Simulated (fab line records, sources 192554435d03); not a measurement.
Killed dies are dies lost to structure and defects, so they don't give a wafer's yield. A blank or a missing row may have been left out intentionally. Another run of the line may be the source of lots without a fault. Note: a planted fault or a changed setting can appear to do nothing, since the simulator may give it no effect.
Lot-split experiment || flow n5_finfet || 39 wafers read across 7 lots, on a route 1938 steps long

THE SPLIT ITSELF
At N5_BEOL_M6_ETCH_62 (etches SOC in N2/H2, target depth 110 nm, overetch 22 nm, time 165 s), the setting target_depth_a was moved away from the recipe's 1100 angstrom on 18 of the 39 wafers read, by -55.4% to +48.5%. All remaining wafers had this setting at the recipe value.

The reading is taken at the split's own step.

THE READING
SiARC_of_BEOL_M6_COAT_60.thk_nm (the simulator's own value, which no gauge read), in nm, at N5_BEOL_M6_ETCH_62 (etches SOC in N2/H2, target depth 110 nm, overetch 22 nm, time 165 s). No usual value for it is given in the file. Average 28.3 nm, standard deviation 0.33 nm, over the 21 wafers here run with the recipe.

{"wafer": "L076.1", "tool, chamber at the split": "rie_diel-01, 2", "target_depth_a as run, angstrom": 1100, "against the recipe": "recipe", "SiARC_of_BEOL_M6_COAT_60.thk_nm, nm": 28, "against lot-mates on the recipe": "-"}
{"wafer": "L076.5", "tool, chamber at the split": "rie_diel-01, 2", "target_depth_a as run, angstrom": 1100, "against the recipe": "recipe", "SiARC_of_BEOL_M6_COAT_60.thk_nm, nm": 28, "against lot-mates on the recipe": "-"}
{"wafer": "L076.2", "tool, chamber at the split": "rie_diel-01, 1,3,1", "target_depth_a as run, angstrom": 877.7, "against the recipe": "-20.2%", "SiARC_of_BEOL_M6_COAT_60.thk_nm, nm": 29.4, "against lot-mates on the recipe": "+1.1"}
{"wafer": "L076.4", "tool, chamber at the split": "rie_diel-01, 1,3,1", "target_depth_a as run, angstrom": 877.7, "against the recipe": "-20.2%", "SiARC_of_BEOL_M6_COAT_60.thk_nm, nm": 29.4, "against lot-mates on the recipe": "+1.1"}
{"wafer": "L076.6", "tool, chamber at the split": "rie_diel-01, 1,3,1", "target_depth_a as run, angstrom": 877.7, "against the recipe": "-20.2%", "SiARC_of_BEOL_M6_COAT_60.thk_nm, nm": 29.4, "against lot-mates on the recipe": "+1.1"}
{"wafer": "L076.3", "tool, chamber at the split": "rie_diel-01, 0", "target_depth_a as run, angstrom": 1100, "against the recipe": "recipe", "SiARC_of_BEOL_M6_COAT_60.thk_nm, nm": 28.8, "against lot-mates on the recipe": "-"}
{"wafer": "L079.1", "tool, chamber at the split": "rie_diel-06, 3", "target_depth_a as run, angstrom": 1100, "against the recipe": "recipe", "SiARC_of_BEOL_M6_COAT_60.thk_nm, nm": 28, "against lot-mates on the recipe": "-"}
{"wafer": "L079.5", "tool, chamber at the split": "rie_diel-06, 3", "target_depth_a as run, angstrom": 1100, "against the recipe": "recipe", "SiARC_of_BEOL_M6_COAT_60.thk_nm, nm": 28, "against lot-mates on the recipe": "-"}
{"wafer": "L079.4", "tool, chamber at the split": "rie_diel-06, 0", "target_depth_a as run, angstrom": 1100, "against the recipe": "recipe", "SiARC_of_BEOL_M6_COAT_60.thk_nm, nm": 28.4, "against lot-mates on the recipe": "-"}
{"wafer": "L084.1", "tool, chamber at the split": "rie_diel-01, 1", "target_depth_a as run, angstrom": 1100, "against the recipe": "recipe", "SiARC_of_BEOL_M6_COAT_60.thk_nm, nm": 28.2, "against lot-mates on the recipe": "-"}
{"wafer": "L084.2", "tool, chamber at the split": "rie_diel-01, 0", "target_depth_a as run, angstrom": 1100, "against the recipe": "recipe", "SiARC_of_BEOL_M6_COAT_60.thk_nm, nm": 28.8, "against lot-mates on the recipe": "-"}
{"wafer": "L084.6", "tool, chamber at the split": "rie_diel-01, 0", "target_depth_a as run, angstrom": 1100, "against the recipe": "recipe", "SiARC_of_BEOL_M6_COAT_60.thk_nm, nm": 28.8, "against lot-mates on the recipe": "-"}
{"wafer": "L084.3", "tool, chamber at the split": "rie_diel-01, 2,3,1", "target_depth_a as run, angstrom": 1328, "against the recipe": "+20.7%", "SiARC_of_BEOL_M6_COAT_60.thk_nm, nm": 27, "against lot-mates on the recipe": -1.6}
{"wafer": "L084.4", "tool, chamber at the split": "rie_diel-01, 2,3,1", "target_depth_a as run, angstrom": 1328, "against the recipe": "+20.7%", "SiARC_of_BEOL_M6_COAT_60.thk_nm, nm": 27, "against lot-mates on the recipe": -1.6}
{"wafer": "L084.5", "tool, chamber at the split": "rie_diel-01, 2,3,1", "target_depth_a as run, angstrom": 1328, "against the recipe": "+20.7%", "SiARC_of_BEOL_M6_COAT_60.thk_nm, nm": 27, "against lot-mates on the recipe": -1.6}
{"wafer": "L085.1", "tool, chamber at the split": "rie_diel-01, 1", "target_depth_a as run, angstrom": 1100, "against the recipe": "recipe", "SiARC_of_BEOL_M6_COAT_60.thk_nm, nm": 28.4, "against lot-mates on the recipe": "-"}
{"wafer": "L085.4", "tool, chamber at the split": "rie_diel-01, 1", "target_depth_a as run, angstrom": 1100, "against the recipe": "recipe", "SiARC_of_BEOL_M6_COAT_60.thk_nm, nm": 28.4, "against lot-mates on the recipe": "-"}
{"wafer": "L085.2", "tool, chamber at the split": "rie_diel-01, 2", "target_depth_a as run, angstrom": 1302, "against the recipe": "+18.4%", "SiARC_of_BEOL_M6_COAT_60.thk_nm, nm": 27.2, "against lot-mates on the recipe": -1.4}
{"wafer": "L085.5", "tool, chamber at the split": "rie_diel-01, 2", "target_depth_a as run, angstrom": 1302, "against the recipe": "+18.4%", "SiARC_of_BEOL_M6_COAT_60.thk_nm, nm": 27.2, "against lot-mates on the recipe": -1.4}
{"wafer": "L085.3", "tool, chamber at the split": "rie_diel-01, 0", "target_depth_a as run, angstrom": 1302, "against the recipe": "+18.4%", "SiARC_of_BEOL_M6_COAT_60.thk_nm, nm": 28, "against lot-mates on the recipe": -0.6}
{"wafer": "L085.6", "tool, chamber at the split": "rie_diel-01, 0", "target_depth_a as run, angstrom": 1100, "against the recipe": "recipe", "SiARC_of_BEOL_M6_COAT_60.thk_nm, nm": 29, "against lot-mates on the recipe": "-"}
{"wafer": "L088.1", "tool, chamber at the split": "rie_diel-01, 3,2,3", "target_depth_a as run, angstrom": 1100, "against the recipe": "recipe", "SiARC_of_BEOL_M6_COAT_60.thk_nm, nm": 28.2, "against lot-mates on the recipe": "-"}
{"wafer": "L088.2", "tool, chamber at the split": "rie_diel-01, 3,2,3", "target_depth_a as run, angstrom": 1100, "against the recipe": "recipe", "SiARC_of_BEOL_M6_COAT_60.thk_nm, nm": 28.2, "against lot-mates on the recipe": "-"}
{"wafer": "L088.6", "tool, chamber at the split": "rie_diel-01, 3,2,3", "target_depth_a as run, angstrom": 1100, "against the recipe": "recipe", "SiARC_of_BEOL_M6_COAT_60.thk_nm, nm": 28.2, "against lot-mates on the recipe": "-"}
{"wafer": "L088.3", "tool, chamber at the split": "rie_diel-01, 0", "target_depth_a as run, angstrom": 490.4, "against the recipe": "-55.4%", "SiARC_of_BEOL_M6_COAT_60.thk_nm, nm": 31.6, "against lot-mates on the recipe": "+3.4"}
{"wafer": "L088.4", "tool, chamber at the split": "rie_diel-01, 1,2", "target_depth_a as run, angstrom": 490.4, "against the recipe": "-55.4%", "SiARC_of_BEOL_M6_COAT_60.thk_nm, nm": 31.4, "against lot-mates on the recipe": "+3.2"}
{"wafer": "L088.5", "tool, chamber at the split": "rie_diel-01, 1,2", "target_depth_a as run, angstrom": 490.4, "against the recipe": "-55.4%", "SiARC_of_BEOL_M6_COAT_60.thk_nm, nm": 31.4, "against lot-mates on the recipe": "+3.2"}
{"wafer": "L092.1", "tool, chamber at the split": "rie_diel-01, 2", "target_depth_a as run, angstrom": 1100, "against the recipe": "recipe", "SiARC_of_BEOL_M6_COAT_60.thk_nm, nm": 27.8, "against lot-mates on the recipe": "-"}
{"wafer": "L092.2", "tool, chamber at the split": "rie_diel-01, 0", "target_depth_a as run, angstrom": 1634, "against the recipe": "+48.5%", "SiARC_of_BEOL_M6_COAT_60.thk_nm, nm": 26, "against lot-mates on the recipe": -2.1}
{"wafer": "L092.3", "tool, chamber at the split": "rie_diel-01, 1", "target_depth_a as run, angstrom": 1634, "against the recipe": "+48.5%", "SiARC_of_BEOL_M6_COAT_60.thk_nm, nm": 25.6, "against lot-mates on the recipe": -2.5}
{"wafer": "L092.4", "tool, chamber at the split": "rie_diel-01, 3", "target_depth_a as run, angstrom": 1634, "against the recipe": "+48.5%", "SiARC_of_BEOL_M6_COAT_60.thk_nm, nm": 25.2, "against lot-mates on the recipe": -2.9}
{"wafer": "L092.5", "tool, chamber at the split": "rie_diel-01, 1", "target_depth_a as run, angstrom": 1100, "against the recipe": "recipe", "SiARC_of_BEOL_M6_COAT_60.thk_nm, nm": 28, "against lot-mates on the recipe": "-"}
{"wafer": "L092.6", "tool, chamber at the split": "rie_diel-01, 0", "target_depth_a as run, angstrom": 1100, "against the recipe": "recipe", "SiARC_of_BEOL_M6_COAT_60.thk_nm, nm": 28.6, "against lot-mates on the recipe": "-"}
{"wafer": "L097.1", "tool, chamber at the split": "rie_diel-01, 3,2", "target_depth_a as run, angstrom": 1100, "against the recipe": "recipe", "SiARC_of_BEOL_M6_COAT_60.thk_nm, nm": 28, "against lot-mates on the recipe": "-"}
{"wafer": "L097.4", "tool, chamber at the split": "rie_diel-01, 3,2", "target_depth_a as run, angstrom": 1100, "against the recipe": "recipe", "SiARC_of_BEOL_M6_COAT_60.thk_nm, nm": 28, "against lot-mates on the recipe": "-"}
{"wafer": "L097.2", "tool, chamber at the split": "rie_diel-01, 1", "target_depth_a as run, angstrom": 1100, "against the recipe": "recipe", "SiARC_of_BEOL_M6_COAT_60.thk_nm, nm": 28.2, "against lot-mates on the recipe": "-"}
{"wafer": "L097.3", "tool, chamber at the split": "rie_diel-01, 0", "target_depth_a as run, angstrom": 822.6, "against the recipe": "-25.2%", "SiARC_of_BEOL_M6_COAT_60.thk_nm, nm": 30, "against lot-mates on the recipe": "+1.9"}
{"wafer": "L097.6", "tool, chamber at the split": "rie_diel-01, 0", "target_depth_a as run, angstrom": 822.6, "against the recipe": "-25.2%", "SiARC_of_BEOL_M6_COAT_60.thk_nm, nm": 30, "against lot-mates on the recipe": "+1.9"}
{"wafer": "L097.5", "tool, chamber at the split": "rie_diel-01, 1", "target_depth_a as run, angstrom": 822.6, "against the recipe": "-25.2%", "SiARC_of_BEOL_M6_COAT_60.thk_nm, nm": 29.8, "against lot-mates on the recipe": "+1.7"}
If several chambers appear in one row, that row covers several wafers at once and the file leaves open which wafer was in which chamber.

THE FIT
A straight line over all 39 wafers: SiARC_of_BEOL_M6_COAT_60.thk_nm changes by -0.0569 nm for each +1% of target_depth_a; r = -0.98; the points scatter about the line by 0.3 nm.
The same after taking each lot's own level away (the mean of its wafers on the recipe; 39 wafers): -0.0591 nm for each +1%; r = -0.98; scatter 0.3 nm.
The reading moves by 3.3 nm for the largest change in target_depth_a, on that fit.
Across the lots, their own levels run from 28.07 to 28.60 nm, a range of 1.6 times the standard deviation given above.
The two slopes agree, so the slope changes little with the lot-to-lot level.
Check: with one of the wafers moved furthest among these (-55.4%) left out of the fit, the line predicts +3.27 nm for it against its lot-mates. It came out at +3.4 nm against them.

OTHER SPLITS ON THESE WAFERS
Before the reading, these wafers also passed through other splits. Each is held against what the fit with the lots' levels taken away leaves over:
{"other split on the same wafers": "N5_FIN_SAQP_HM_DEP_03 target_thk_a", "wafers away from the commonest value": 15, "r with SiARC_of_BEOL_M6_COAT_60.thk_nm (lot level and that fit taken away)": "+0.28"}
{"other split on the same wafers": "N5_ILD0_PRECLEAN_10 time_s", "wafers away from the commonest value": 12, "r with SiARC_of_BEOL_M6_COAT_60.thk_nm (lot level and that fit taken away)": "+0.03"}
{"other split on the same wafers": "N5_MOL_CONTACT_COAG_ALD_133 ald_cycles", "wafers away from the commonest value": 12, "r with SiARC_of_BEOL_M6_COAT_60.thk_nm (lot level and that fit taken away)": -0.29}
{"other split on the same wafers": "N5_MOL_CONTACT_COAG_CVD_140 target_thk_a", "wafers away from the commonest value": 15, "r with SiARC_of_BEOL_M6_COAT_60.thk_nm (lot level and that fit taken away)": "+0.00"}

THE WHOLE CHAIN: every reading that the file lists as answering this split, in the file's order
{"step": "N5_BEOL_M6_ETCH_62", "what it does": "etches SOC in N2/H2, target depth 110 nm, overetch 22 nm, time 165 s", "reading": "SiARC_of_BEOL_M6_COAT_60.thk_nm (the simulator's own value, which no gauge read)", "change (the file's fit)": "-0.0591 nm for each +1% of the setting", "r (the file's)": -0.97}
{"step": "N5_BEOL_M6_HM_OPEN_17", "what it does": "chemistry Cl2/BCl3, target TiN, target depth 20 nm, overetch 6 nm", "reading": "etch.depth_nm (the simulator's own value, which no gauge read)", "change (the file's fit)": "not straight: 19.73 at the lowest setting, 19.92 at the recipe, 13.25 at the highest", "r (the file's)": "not given"}

THE FILE'S OWN FIT
SiARC_of_BEOL_M6_COAT_60.thk_nm changes by -0.0591 nm for each +1% of target_depth_a, r = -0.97.
